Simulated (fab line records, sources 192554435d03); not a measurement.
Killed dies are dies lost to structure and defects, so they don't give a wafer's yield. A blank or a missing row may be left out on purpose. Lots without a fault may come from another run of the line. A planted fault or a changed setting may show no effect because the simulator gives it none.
Split-lot experiment | flow n5_finfet | 7 lots, 39 wafers read, on a route of 1938 steps

THE SPLIT
At N5_SD_EPI_P_DEVELOP_08 (develop time 30 s), the setting develop_time_s was moved away from the recipe's 30 s on 15 of the 39 wafers read, by +16.5% to +55.2%. The other wafers ran this setting at the recipe's value.

The file shows no step between the split and the reading.

THE READING
cd_nm, in nm, at N5_SD_EPI_P_CD_MEAS_09 (target cd 240 nm). Fault-free wafers of this fab line usually give 240.1 nm, standard deviation 0.76 nm.

wafer  | tool, chamber at the split | develop_time_s as run, s | against the recipe | cd_nm, nm | against lot-mates on the recipe
L074.1 | litho_track-05, 0          | 30                       | recipe             | 239.7     | -
L074.2 | litho_track-05, 0          | 45.93                    | +53.1%             | 241.8     | +2.2
L074.3 | litho_track-05, 0          | 45.93                    | +53.1%             | 241.4     | +1.8
L074.4 | litho_track-05, 0          | 30                       | recipe             | 239.6     | -
L074.5 | litho_track-05, 0          | 45.93                    | +53.1%             | 242.2     | +2.6
L074.6 | litho_track-05, 0          | 30                       | recipe             | 239.6     | -
L076.1 | litho_track-03, 0          | 30                       | recipe             | 238.6     | -
L076.2 | litho_track-03, 0          | 30                       | recipe             | 239.0     | -
L076.3 | litho_track-03, 0          | 30                       | recipe             | 239.7     | -
L076.4 | litho_track-03, 0          | 30                       | recipe             | 239.6     | -
L076.5 | litho_track-03, 0          | 30                       | recipe             | 240.7     | -
L076.6 | litho_track-03, 0          | 30                       | recipe             | 239.7     | -
L084.4 | litho_track-03, 0          | 30                       | recipe             | 239.4     | -
L084.5 | litho_track-03, 0          | 30                       | recipe             | 239.1     | -
L084.6 | litho_track-03, 0          | 30                       | recipe             | 240.2     | -
L085.1 | litho_track-05, 0          | 46.55                    | +55.2%             | 243.6     | +2.6
L085.2 | litho_track-05, 0          | 30                       | recipe             | 241.2     | -
L085.3 | litho_track-05, 0          | 46.55                    | +55.2%             | 243.4     | +2.4
L085.4 | litho_track-05, 0          | 30                       | recipe             | 240.9     | -
L085.5 | litho_track-05, 0          | 30                       | recipe             | 240.9     | -
L085.6 | litho_track-05, 0          | 46.55                    | +55.2%             | 243.0     | +2.0
L086.1 | litho_track-05, 0          | 34.96                    | +16.5%             | 240.6     | +0.7
L086.2 | litho_track-05, 0          | 30                       | recipe             | 240.3     | -
L086.3 | litho_track-05, 0          | 34.96                    | +16.5%             | 240.7     | +0.8
L086.4 | litho_track-05, 0          | 34.96                    | +16.5%             | 241.5     | +1.6
L086.5 | litho_track-05, 0          | 30                       | recipe             | 239.5     | -
L086.6 | litho_track-05, 0          | 30                       | recipe             | 239.9     | -
L089.1 | litho_track-03, 0          | 30                       | recipe             | 239.1     | -
L089.2 | litho_track-03, 0          | 41.35                    | +37.8%             | 240.8     | +1.4
L089.3 | litho_track-03, 0          | 30                       | recipe             | 239.0     | -
L089.4 | litho_track-03, 0          | 41.35                    | +37.8%             | 240.1     | +0.7
L089.5 | litho_track-03, 0          | 41.35                    | +37.8%             | 240.9     | +1.5
L089.6 | litho_track-03, 0          | 30                       | recipe             | 240.1     | -
L096.1 | litho_track-03, 0          | 46.04                    | +53.5%             | 243.3     | +2.6
L096.2 | litho_track-03, 0          | 30                       | recipe             | 240.7     | -
L096.3 | litho_track-03, 0          | 30                       | recipe             | 240.9     | -
L096.4 | litho_track-03, 0          | 46.04                    | +53.5%             | 243.9     | +3.2
L096.5 | litho_track-03, 0          | 46.04                    | +53.5%             | 243.3     | +2.6
L096.6 | litho_track-03, 0          | 30                       | recipe             | 240.4     | -

THE FIT
A straight line over all 39 wafers: cd_nm changes by +0.0509 nm for each +1% of develop_time_s; r = +0.83; the points scatter about the line by 0.8 nm.
The same after taking each lot's own level away (the mean of its wafers on the recipe; 39 wafers): +0.0437 nm for each +1%; r = +0.91; scatter 0.46 nm.
On that fit, the largest move of develop_time_s shifts the reading by 2.4 nm.
The lots' own levels span 239.40 to 241.00 nm, that is 2.1 times the standard deviation above.
So the lot-to-lot level changes the slope: the two fits differ.
Check: with one of the wafers moved furthest among these (+55.2%) left out of the fit, the line predicts +2.4 nm for it against its lot-mates. It came out at +2.6 nm against them.

OTHER SPLITS ON THESE WAFERS
These wafers also went through other splits before the reading. Each is held against what the fit with the lots' levels taken away leaves over:
other split on the same wafers    | wafers away from the commonest value | r with cd_nm (lot level and that fit taken away)
N5_DUMMY_GATE_ALD_02 target_thk_a | 6                                    | +0.31

THE WHOLE CHAIN: every reading that the file lists as answering this split, in the file's order
step                   | what it does             | reading                                                         | change (the file's fit)                | r (the file's)
N5_SD_EPI_P_CD_MEAS_09 | target cd 240 nm         | cd_nm                                                           | +0.044 nm for each +1% of the setting  | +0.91
N5_SD_EPI_P_DESCUM_14  | chemistry O2, time 7.9 s | SD_EPI_P.cd_nm (the simulator's own value, which no gauge read) | +0.0435 nm for each +1% of the setting | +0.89

THE FILE'S OWN FIT
cd_nm changes by +0.044 nm for each +1% of develop_time_s, r = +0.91.
